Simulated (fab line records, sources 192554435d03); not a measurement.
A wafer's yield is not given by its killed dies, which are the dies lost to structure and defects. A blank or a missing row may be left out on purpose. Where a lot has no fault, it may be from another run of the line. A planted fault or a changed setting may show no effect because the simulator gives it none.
Chamber matching :: flow n5_finfet :: rie_diel-01 running N5_BEOL_M0_SAQP_ETCH_83: 4 sister chambers
The step etches SiARC in CF4, target depth 39 nm, time 65 s. 18 wafers are shown with their chamber, then 9 later ones without.

EACH WAFER AND ITS CHAMBER
wafer: L079.1
chamber: 1
showerhead_plenum_p_Torr (Torr): 2.09
drypump_motor_current_A (A): 5.6
oes_product_au (a.u.): 0.59

wafer: L079.3
chamber: 2
showerhead_plenum_p_Torr (Torr): 2.16
drypump_motor_current_A (A): 5.4
oes_product_au (a.u.): 0.76

wafer: L079.6
chamber: 0
showerhead_plenum_p_Torr (Torr): 2.23
drypump_motor_current_A (A): 5.1
oes_product_au (a.u.): 0.65

wafer: L080.1
chamber: 2
showerhead_plenum_p_Torr (Torr): 2.16
drypump_motor_current_A (A): 5.4
oes_product_au (a.u.): 0.76

wafer: L080.3
chamber: 1
showerhead_plenum_p_Torr (Torr): 2.09
drypump_motor_current_A (A): 5.7
oes_product_au (a.u.): 0.59

wafer: L080.5
chamber: 1
showerhead_plenum_p_Torr (Torr): 2.09
drypump_motor_current_A (A): 5.7
oes_product_au (a.u.): 0.59

wafer: L085.3
chamber: 3
showerhead_plenum_p_Torr (Torr): 2.11
drypump_motor_current_A (A): 6.4
oes_product_au (a.u.): 0.58

wafer: L085.4
chamber: 2
showerhead_plenum_p_Torr (Torr): 2.16
drypump_motor_current_A (A): 5.4
oes_product_au (a.u.): 0.73

wafer: L085.6
chamber: 3
showerhead_plenum_p_Torr (Torr): 2.11
drypump_motor_current_A (A): 6.3
oes_product_au (a.u.): 0.58

wafer: L086.1
chamber: 1
showerhead_plenum_p_Torr (Torr): 2.09
drypump_motor_current_A (A): 5.7
oes_product_au (a.u.): 0.58

wafer: L086.3
chamber: 2
showerhead_plenum_p_Torr (Torr): 2.16
drypump_motor_current_A (A): 5.4
oes_product_au (a.u.): 0.74

wafer: L086.4
chamber: 3
showerhead_plenum_p_Torr (Torr): 2.11
drypump_motor_current_A (A): 6.3
oes_product_au (a.u.): 0.58

wafer: L088.1
chamber: 2
showerhead_plenum_p_Torr (Torr): 2.16
drypump_motor_current_A (A): 5.4
oes_product_au (a.u.): 0.73

wafer: L088.3
chamber: 0
showerhead_plenum_p_Torr (Torr): 2.23
drypump_motor_current_A (A): 5.1
oes_product_au (a.u.): 0.64

wafer: L088.5
chamber: 2
showerhead_plenum_p_Torr (Torr): 2.16
drypump_motor_current_A (A): 5.4
oes_product_au (a.u.): 0.75

wafer: L089.4
chamber: 3
showerhead_plenum_p_Torr (Torr): 2.10
drypump_motor_current_A (A): 6.3
oes_product_au (a.u.): 0.57

wafer: L089.5
chamber: 0
showerhead_plenum_p_Torr (Torr): 2.23
drypump_motor_current_A (A): 5.1
oes_product_au (a.u.): 0.64

wafer: L089.6
chamber: 2
showerhead_plenum_p_Torr (Torr): 2.16
drypump_motor_current_A (A): 5.5
oes_product_au (a.u.): 0.73

SIGNATURES (averages over the wafers above)
reading: showerhead_plenum_p_Torr
chamber 0: 2.2300
chamber 1: 2.0900
chamber 2: 2.1600
chamber 3: 2.1075
scatter within a chamber: 0.00231

reading: drypump_motor_current_A
chamber 0: 5.100
chamber 1: 5.675
chamber 2: 5.414
chamber 3: 6.325
scatter within a chamber: 0.041

reading: oes_product_au
chamber 0: 0.6433
chamber 1: 0.5875
chamber 2: 0.7429
chamber 3: 0.5775
scatter within a chamber: 0.00985
Rule: for a wafer and a chamber, the distance is found by dividing, reading by reading, the gap between the wafer's reading and the chamber's mean by the reading's scatter, squaring, summing and taking the root. The wafer belongs to the nearest chamber; if the next one is less than 2 further off, it can't be placed. The scatter: take each reading less its chamber's mean, square it, sum over the shown wafers, divide by the number of wafers less the number of chambers, and take the root.

WAFERS WITH NO CHAMBER GIVEN
wafer: L091.2
showerhead_plenum_p_Torr (Torr): 2.10
drypump_motor_current_A (A): 6.3
oes_product_au (a.u.): 0.57

wafer: L091.3
showerhead_plenum_p_Torr (Torr): 2.22
drypump_motor_current_A (A): 5.1
oes_product_au (a.u.): 0.64

wafer: L091.4
showerhead_plenum_p_Torr (Torr): 2.10
drypump_motor_current_A (A): 6.4
oes_product_au (a.u.): 0.57

wafer: L093.2
showerhead_plenum_p_Torr (Torr): 2.09
drypump_motor_current_A (A): 5.6
oes_product_au (a.u.): 0.81

wafer: L093.4
showerhead_plenum_p_Torr (Torr): 2.15
drypump_motor_current_A (A): 5.4
oes_product_au (a.u.): 0.72

wafer: L093.5
showerhead_plenum_p_Torr (Torr): 2.09
drypump_motor_current_A (A): 5.6
oes_product_au (a.u.): 0.81

wafer: L097.2
showerhead_plenum_p_Torr (Torr): 2.08
drypump_motor_current_A (A): 5.7
oes_product_au (a.u.): 0.80

wafer: L097.5
showerhead_plenum_p_Torr (Torr): 2.08
drypump_motor_current_A (A): 5.6
oes_product_au (a.u.): 0.80

wafer: L097.6
showerhead_plenum_p_Torr (Torr): 2.22
drypump_motor_current_A (A): 5.1
oes_product_au (a.u.): 0.62

EACH ONE'S CHAMBER
wafer: L091.2
from the rows above: 3
in truth: 3

wafer: L091.3
from the rows above: 0
in truth: 0

wafer: L091.4
from the rows above: 3
in truth: 3

wafer: L093.2
from the rows above: 1
in truth: 1

wafer: L093.4
from the rows above: 2
in truth: 2

wafer: L093.5
from the rows above: 1
in truth: 1

wafer: L097.2
from the rows above: 1
in truth: 1

wafer: L097.5
from the rows above: 1
in truth: 1

wafer: L097.6
from the rows above: 0
in truth: 0
9 of 9 placed correctly. From these rows, 0 cannot be placed. 0 placed wrongly.
